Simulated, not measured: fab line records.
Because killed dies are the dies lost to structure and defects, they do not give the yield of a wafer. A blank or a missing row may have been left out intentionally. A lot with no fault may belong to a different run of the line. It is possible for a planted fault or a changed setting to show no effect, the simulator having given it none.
Matching of chambers :: flow n5 finfet :: N5_MOL_CONTACT_COAG_ETCH_106 on rie diel-06 has 4 sister chambers
The step etches SOC in N2/H2, target depth 80 nm, overetch 16 nm, time 120 s. 4 wafers are shown with their chamber, then 10 later ones without.

== EACH WAFER AND ITS CHAMBER ==
wafer: L084.6
chamber: 3
showerhead plenum p Torr (Torr): 2.61

wafer: L090.4
chamber: 0
showerhead plenum p Torr (Torr): 2.70

wafer: L091.3
chamber: 2
showerhead plenum p Torr (Torr): 2.69

wafer: L091.4
chamber: 1
showerhead plenum p Torr (Torr): 2.47

== WAFERS WITHOUT THEIR CHAMBER ==
wafer: L091.6
showerhead plenum p Torr (Torr): 2.69

wafer: L092.4
showerhead plenum p Torr (Torr): 2.47

wafer: L092.5
showerhead plenum p Torr (Torr): 2.70

wafer: L092.6
showerhead plenum p Torr (Torr): 2.60

wafer: L093.1
showerhead plenum p Torr (Torr): 2.70

wafer: L093.2
showerhead plenum p Torr (Torr): 2.69

wafer: L093.4
showerhead plenum p Torr (Torr): 2.47

wafer: L094.1
showerhead plenum p Torr (Torr): 2.70

wafer: L094.2
showerhead plenum p Torr (Torr): 2.60

wafer: L094.3
showerhead plenum p Torr (Torr): 2.69

== EACH ONE'S CHAMBER ==
wafer: L091.6
from the rows above: 2
in truth: 2

wafer: L092.4
from the rows above: 1
in truth: 1

wafer: L092.5
from the rows above: 0
in truth: 0

wafer: L092.6
from the rows above: 3
in truth: 3

wafer: L093.1
from the rows above: 0
in truth: 0

wafer: L093.2
from the rows above: 2
in truth: 2

wafer: L093.4
from the rows above: 1
in truth: 1

wafer: L094.1
from the rows above: 0
in truth: 0

wafer: L094.2
from the rows above: 3
in truth: 3

wafer: L094.3
from the rows above: 2
in truth: 2
Placed correctly: 10 of 10. Number that these rows cannot place: 0. Number placed wrongly: 0.
How it was worked out, from the rows above alone: a wafer's distance from a chamber is the root of the sum, over the readings, of the square of ((its reading less the chamber's mean) divided by the reading's scatter). The wafer belongs to the nearest chamber; if the next one is less than 2 further off, it can't be placed. For every chamber, the mean is computed from those of its wafers that are shown. The scatter: with one shown wafer a chamber, the root of the mean of the squares of how far each hidden wafer lies from its nearest shown one.
